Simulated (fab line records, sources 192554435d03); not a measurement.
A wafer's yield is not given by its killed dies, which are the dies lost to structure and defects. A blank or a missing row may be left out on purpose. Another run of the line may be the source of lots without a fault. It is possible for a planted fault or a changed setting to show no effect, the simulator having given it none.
Which tool was responsible? / flow n5 finfet / 12 lots, 33 wafers sampled, at 5 steps of a route of 1938

WHAT THE GAUGES READ, wafer by wafer
No reading from a measuring or inspecting step in the record can be judged against a usual standard deviation.

TOOL THAT RAN EACH LOT (tool first, then ch and the chambers of the sampled wafers, then the start)
lot=L149; N5_BEOL_M8_ANNEAL_51=rtp anneal-02 ch 0, day 9 18:14; N5_BEOL_M9_STRIP_19=rie diel-04 ch 1,2,3, day 9 21:50; N5_BEOL_M9_COAT_75=litho track-04 ch 0, day 9 21:57; N5_BEOL_M9_ETCH_76=rie diel-04 ch 1,2, day 9 22:22; N5_PASSIVATION_PROBE_49=-
lot=L153; N5_BEOL_M8_ANNEAL_51=rtp anneal-02 ch 0, day 10 14:56; N5_BEOL_M9_STRIP_19=rie diel-02 ch 0,1, day 10 17:47; N5_BEOL_M9_COAT_75=litho track-04 ch 0, day 10 17:56; N5_BEOL_M9_ETCH_76=rie diel-06 ch 0,1,3, day 10 18:41; N5_PASSIVATION_PROBE_49=-
lot=L156; N5_BEOL_M8_ANNEAL_51=rtp anneal-01 ch 0, day 11 03:35; N5_BEOL_M9_STRIP_19=rie diel-06 ch 1,2,3, day 11 06:14; N5_BEOL_M9_COAT_75=litho track-04 ch 0, day 11 09:08; N5_BEOL_M9_ETCH_76=rie diel-02 ch 0,1, day 11 09:41; N5_PASSIVATION_PROBE_49=-
lot=L157; N5_BEOL_M8_ANNEAL_51=rtp anneal-01 ch 0, day 11 11:50; N5_BEOL_M9_STRIP_19=rie diel-02 ch 0,3, day 11 15:43; N5_BEOL_M9_COAT_75=litho track-02 ch 0, day 11 18:05; N5_BEOL_M9_ETCH_76=rie diel-02 ch 0,1,3, day 11 18:29; N5_PASSIVATION_PROBE_49=-
lot=L158; N5_BEOL_M8_ANNEAL_51=rtp anneal-01 ch 0, day 11 19:53; N5_BEOL_M9_STRIP_19=rie diel-04 ch 2,3, day 12 01:26; N5_BEOL_M9_COAT_75=litho track-04 ch 0, day 12 02:53; N5_BEOL_M9_ETCH_76=rie diel-02 ch 0,3, day 12 03:26; N5_PASSIVATION_PROBE_49=-
lot=L160; N5_BEOL_M8_ANNEAL_51=rtp anneal-02 ch 0, day 12 21:16; N5_BEOL_M9_STRIP_19=rie diel-06 ch 1,2, day 13 00:57; N5_BEOL_M9_COAT_75=litho track-02 ch 0, day 13 02:01; N5_BEOL_M9_ETCH_76=rie diel-04 ch 1,2,3, day 13 03:01; N5_PASSIVATION_PROBE_49=prober-01, day 15 09:27
lot=L161; N5_BEOL_M8_ANNEAL_51=rtp anneal-01 ch 0, day 13 01:58; N5_BEOL_M9_STRIP_19=rie diel-02 ch 0,3, day 13 04:31; N5_BEOL_M9_COAT_75=litho track-02 ch 0, day 13 05:43; N5_BEOL_M9_ETCH_76=rie diel-02 ch 0,1, day 13 06:11; N5_PASSIVATION_PROBE_49=-
lot=L162; N5_BEOL_M8_ANNEAL_51=rtp anneal-02 ch 0, day 13 11:17; N5_BEOL_M9_STRIP_19=rie diel-04 ch 1,3, day 13 15:00; N5_BEOL_M9_COAT_75=litho track-03 ch 0, day 13 17:27; N5_BEOL_M9_ETCH_76=rie diel-06 ch 0,2, day 13 18:00; N5_PASSIVATION_PROBE_49=-
lot=L165; N5_BEOL_M8_ANNEAL_51=rtp anneal-02 ch 0, day 13 15:26; N5_BEOL_M9_STRIP_19=rie diel-06 ch 0,3, day 13 19:38; N5_BEOL_M9_COAT_75=litho track-03 ch 0, day 13 21:22; N5_BEOL_M9_ETCH_76=rie diel-06 ch 2,3, day 13 21:47; N5_PASSIVATION_PROBE_49=-
lot=L164; N5_BEOL_M8_ANNEAL_51=rtp anneal-02 ch 0, day 14 08:07; N5_BEOL_M9_STRIP_19=rie diel-04 ch 3, day 14 13:00; N5_BEOL_M9_COAT_75=litho track-02 ch 0, day 14 16:40; N5_BEOL_M9_ETCH_76=rie diel-04 ch 1, day 14 17:05; N5_PASSIVATION_PROBE_49=prober-02, day 17 11:07
lot=L170; N5_BEOL_M8_ANNEAL_51=rtp anneal-02 ch 0, day 15 20:47; N5_BEOL_M9_STRIP_19=rie diel-06 ch 0,1,3, day 16 00:28; N5_BEOL_M9_COAT_75=litho track-03 ch 0, day 16 02:26; N5_BEOL_M9_ETCH_76=rie diel-06 ch 0,1, day 16 03:18; N5_PASSIVATION_PROBE_49=-
lot=L168; N5_BEOL_M8_ANNEAL_51=rtp anneal-01 ch 0, day 15 20:53; N5_BEOL_M9_STRIP_19=rie diel-04 ch 1,2,3, day 16 00:38; N5_BEOL_M9_COAT_75=litho track-04 ch 0, day 16 02:26; N5_BEOL_M9_ETCH_76=rie diel-06 ch 0,2, day 16 02:52; N5_PASSIVATION_PROBE_49=-
- N5_BEOL_M8_ANNEAL_51: time 90 s.
- N5_BEOL_M9_STRIP_19: strips in O2.
- N5_BEOL_M9_COAT_75: time 60 s, resist thk 5 nm.
- N5_BEOL_M9_ETCH_76: etches underlayer in N2/H2, target depth 6.5 nm, time 5.2 s.
- N5_PASSIVATION_PROBE_49

AS READ BY THE TOOLS THEMSELVES (means over the sampled wafers that have a number; for cases with no such wafer, the mark the record gives instead)
N5_BEOL_M8_ANNEAL_51. Usual: 225.73 for wafer_temp_C_max, sd 0.21.
lot=L149; tool=rtp anneal-02; wafer_temp_C_max=225.73; flag=
lot=L153; tool=rtp anneal-02; wafer_temp_C_max=225.81; flag=
lot=L156; tool=rtp anneal-01; wafer_temp_C_max=225.87; flag=
lot=L157; tool=rtp anneal-01; wafer_temp_C_max=225.73; flag=
lot=L158; tool=rtp anneal-01; wafer_temp_C_max=225.89; flag=
lot=L160; tool=rtp anneal-02; wafer_temp_C_max=225.75; flag=
lot=L161; tool=rtp anneal-01; wafer_temp_C_max=225.87; flag=
lot=L162; tool=rtp anneal-02; wafer_temp_C_max=225.67; flag=
lot=L165; tool=rtp anneal-02; wafer_temp_C_max=225.56; flag=
lot=L164; tool=rtp anneal-02; wafer_temp_C_max=225.47; flag=
lot=L170; tool=rtp anneal-02; wafer_temp_C_max=225.74; flag=
lot=L168; tool=rtp anneal-01; wafer_temp_C_max=225.70; flag=

N5_BEOL_M9_STRIP_19. Usual: drypump motor current A 5.5 A, standard deviation 0.5; oes product au 0.79 a.u., standard deviation 0.072; rf vpp V 3.6 V, standard deviation 0.58; showerhead plenum p Torr 2.10 Torr, standard deviation 0.054; throttle valve pct 16.70 %, standard deviation 0.26.
lot=L149; tool=rie diel-04; drypump motor current A (A)=5.5; oes product au (a.u.)=0.80; rf vpp V (V)=2.6; showerhead plenum p Torr (Torr)=2.13; throttle valve pct (%)=16.73; flag=
lot=L153; tool=rie diel-02; drypump motor current A (A)=5.6; oes product au (a.u.)=0.75; rf vpp V (V)=3.8; showerhead plenum p Torr (Torr)=2.09; throttle valve pct (%)=16.73; flag=
lot=L156; tool=rie diel-06; drypump motor current A (A)=5.9; oes product au (a.u.)=0.79; rf vpp V (V)=4.3; showerhead plenum p Torr (Torr)=2.11; throttle valve pct (%)=16.81; flag=
lot=L157; tool=rie diel-02; drypump motor current A (A)=5.1; oes product au (a.u.)=0.72; rf vpp V (V)=3.2; showerhead plenum p Torr (Torr)=2.14; throttle valve pct (%)=16.72; flag=
lot=L158; tool=rie diel-04; drypump motor current A (A)=5.1; oes product au (a.u.)=0.82; rf vpp V (V)=3.4; showerhead plenum p Torr (Torr)=2.07; throttle valve pct (%)=16.78; flag=
lot=L160; tool=rie diel-06; drypump motor current A (A)=5.7; oes product au (a.u.)=0.73; rf vpp V (V)=3.9; showerhead plenum p Torr (Torr)=2.12; throttle valve pct (%)=17.05; flag=
lot=L161; tool=rie diel-02; drypump motor current A (A)=5.2; oes product au (a.u.)=0.70; rf vpp V (V)=3.6; showerhead plenum p Torr (Torr)=2.10; throttle valve pct (%)=16.87; flag=
lot=L162; tool=rie diel-04; drypump motor current A (A)=5.8; oes product au (a.u.)=0.74; rf vpp V (V)=3.8; showerhead plenum p Torr (Torr)=2.17; throttle valve pct (%)=16.75; flag=
lot=L165; tool=rie diel-06; drypump motor current A (A)=5.6; oes product au (a.u.)=0.89; rf vpp V (V)=3.6; showerhead plenum p Torr (Torr)=2.04; throttle valve pct (%)=16.27; flag=
lot=L164; tool=rie diel-04; drypump motor current A (A)=5.3; oes product au (a.u.)=0.78; rf vpp V (V)=4.4; showerhead plenum p Torr (Torr)=2.14; throttle valve pct (%)=16.77; flag=
lot=L170; tool=rie diel-06; drypump motor current A (A)=5.6; oes product au (a.u.)=0.81; rf vpp V (V)=4.0; showerhead plenum p Torr (Torr)=2.08; throttle valve pct (%)=16.52; flag=
lot=L168; tool=rie diel-04; drypump motor current A (A)=5.5; oes product au (a.u.)=0.76; rf vpp V (V)=4.1; showerhead plenum p Torr (Torr)=2.11; throttle valve pct (%)=16.82; flag=

N5_BEOL_M9_COAT_75. Usual: heater power total W 391.5 W, standard deviation 1.3; run length s 66.26 s, standard deviation 0.16.
lot=L149; tool=litho track-04; heater power total W (W)=390.3; run length s (s)=66.08; flag=
lot=L153; tool=litho track-04; heater power total W (W)=389.7; run length s (s)=66.19; flag=
lot=L156; tool=litho track-04; heater power total W (W)=392.5; run length s (s)=66.26; flag=
lot=L157; tool=litho track-02; heater power total W (W)=392.5; run length s (s)=66.28; flag=
lot=L158; tool=litho track-04; heater power total W (W)=392.0; run length s (s)=66.20; flag=
lot=L160; tool=litho track-02; heater power total W (W)=392.4; run length s (s)=66.38; flag=
lot=L161; tool=litho track-02; heater power total W (W)=511.2; run length s (s)=45.04; flag=OFF
lot=L162; tool=litho track-03; heater power total W (W)=390.3; run length s (s)=66.35; flag=
lot=L165; tool=litho track-03; heater power total W (W)=391.4; run length s (s)=66.33; flag=
lot=L164; tool=litho track-02; heater power total W (W)=511.1; run length s (s)=45.14; flag=OFF
lot=L170; tool=litho track-03; heater power total W (W)=390.4; run length s (s)=66.53; flag=
lot=L168; tool=litho track-04; heater power total W (W)=391.4; run length s (s)=66.11; flag=

N5_BEOL_M9_ETCH_76. Usual: drypump motor current A 5.5 A, standard deviation 0.51; etch rf on time s 5.19 s, standard deviation 0.11; oes product au 0.67 a.u., standard deviation 0.061; rf vpp V 524.0 V, standard deviation 2; showerhead plenum p Torr 2.55 Torr, standard deviation 0.06; throttle valve pct 17.90 %, standard deviation 0.22.
lot=L149; tool=rie diel-04; drypump motor current A (A)=5.4; etch rf on time s (s)=5.11; oes product au (a.u.)=0.70; rf vpp V (V)=524.1; showerhead plenum p Torr (Torr)=2.51; throttle valve pct (%)=17.91; flag=
lot=L153; tool=rie diel-06; drypump motor current A (A)=5.6; etch rf on time s (s)=5.11; oes product au (a.u.)=0.67; rf vpp V (V)=523.3; showerhead plenum p Torr (Torr)=2.55; throttle valve pct (%)=17.87; flag=
lot=L156; tool=rie diel-02; drypump motor current A (A)=5.6; etch rf on time s (s)=5.38; oes product au (a.u.)=0.62; rf vpp V (V)=524.4; showerhead plenum p Torr (Torr)=2.54; throttle valve pct (%)=18.06; flag=
lot=L157; tool=rie diel-02; drypump motor current A (A)=5.3; etch rf on time s (s)=5.34; oes product au (a.u.)=0.61; rf vpp V (V)=522.3; showerhead plenum p Torr (Torr)=2.57; throttle valve pct (%)=18.04; flag=
lot=L158; tool=rie diel-02; drypump motor current A (A)=5.1; etch rf on time s (s)=5.35; oes product au (a.u.)=0.61; rf vpp V (V)=523.2; showerhead plenum p Torr (Torr)=2.60; throttle valve pct (%)=18.01; flag=
lot=L160; tool=rie diel-04; drypump motor current A (A)=5.5; etch rf on time s (s)=5.18; oes product au (a.u.)=0.66; rf vpp V (V)=524.0; showerhead plenum p Torr (Torr)=2.55; throttle valve pct (%)=17.88; flag=
lot=L161; tool=rie diel-02; drypump motor current A (A)=5.6; etch rf on time s (s)=5.35; oes product au (a.u.)=0.62; rf vpp V (V)=523.9; showerhead plenum p Torr (Torr)=2.53; throttle valve pct (%)=18.08; flag=
lot=L162; tool=rie diel-06; drypump motor current A (A)=5.5; etch rf on time s (s)=5.24; oes product au (a.u.)=0.67; rf vpp V (V)=523.2; showerhead plenum p Torr (Torr)=2.51; throttle valve pct (%)=17.95; flag=
lot=L165; tool=rie diel-06; drypump motor current A (A)=6.0; etch rf on time s (s)=5.08; oes product au (a.u.)=0.68; rf vpp V (V)=522.8; showerhead plenum p Torr (Torr)=2.51; throttle valve pct (%)=18.05; flag=
lot=L164; tool=rie diel-04; drypump motor current A (A)=6.2; etch rf on time s (s)=5.17; oes product au (a.u.)=0.62; rf vpp V (V)=525.1; showerhead plenum p Torr (Torr)=2.63; throttle valve pct (%)=17.93; flag=
lot=L170; tool=rie diel-06; drypump motor current A (A)=5.3; etch rf on time s (s)=5.14; oes product au (a.u.)=0.66; rf vpp V (V)=523.9; showerhead plenum p Torr (Torr)=2.57; throttle valve pct (%)=17.88; flag=
lot=L168; tool=rie diel-06; drypump motor current A (A)=5.2; etch rf on time s (s)=5.31; oes product au (a.u.)=0.70; rf vpp V (V)=521.5; showerhead plenum p Torr (Torr)=2.50; throttle valve pct (%)=17.65; flag=

N5_PASSIVATION_PROBE_49. Usual: killed_at_M0_to_M3 33, standard deviation 9.9; killed_at_M4_up 14, standard deviation 6.4; killed at contacts 12, standard deviation 7; killed at front end 41, standard deviation 13; killed at other 3.1, standard deviation 2.9; killed dies 103, standard deviation 20; killed open 67, standard deviation 14; killed short 34, standard deviation 9.4.
lot=L160; tool=prober-01; killed_at_M0_to_M3=24; killed_at_M4_up=27; killed at contacts=17; killed at front end=31; killed at other=5.0; killed dies=104; killed open=72; killed short=26; flag=
lot=L164; tool=prober-02; killed_at_M0_to_M3=32; killed_at_M4_up=9; killed at contacts=12; killed at front end=171; killed at other=0.0; killed dies=224; killed open=41; killed short=37; flag=OFF

THE ANSWER, worked out from the rows above alone
Rule: a lot counts as off when the mean over its wafers that have a number is more than 3 standard deviations away from the usual mean. Also off: a lot with no number at a reading for which 4 or more lots have one. Where the step has rows for the other lots, those lots are counted as sound. First the gauges in route order, then the tools' own readings, where a lot's mean is used as printed above. The first step at which some lot is off is used, and at that step the reading that is off furthest; a lot without a number counts as furthest.
Off: L161, L164 (N5_BEOL_M9_COAT_75, run length s).
A tool fits if, at that step or a process step before it, it ran every lot that is off, and no sound lot after the first of them. One fits: litho track-02 at N5_BEOL_M9_COAT_75. A fault onset in the window from L160 (day 13 02:01, its last sound lot) to L161 (day 13 05:43, its first lot off) fits.
The tool's own readings at N5_BEOL_M9_COAT_75 bear it out: on the lots that are off they differ by more than 5 times the standard deviation of the sound lots' means. heater power total W reads 511.1 W there against 391.3 W on the sound lots; run length s reads 45.09 s there against 66.27 s on the sound lots.

WHAT WAS PUT IN BY THE SIMULATOR
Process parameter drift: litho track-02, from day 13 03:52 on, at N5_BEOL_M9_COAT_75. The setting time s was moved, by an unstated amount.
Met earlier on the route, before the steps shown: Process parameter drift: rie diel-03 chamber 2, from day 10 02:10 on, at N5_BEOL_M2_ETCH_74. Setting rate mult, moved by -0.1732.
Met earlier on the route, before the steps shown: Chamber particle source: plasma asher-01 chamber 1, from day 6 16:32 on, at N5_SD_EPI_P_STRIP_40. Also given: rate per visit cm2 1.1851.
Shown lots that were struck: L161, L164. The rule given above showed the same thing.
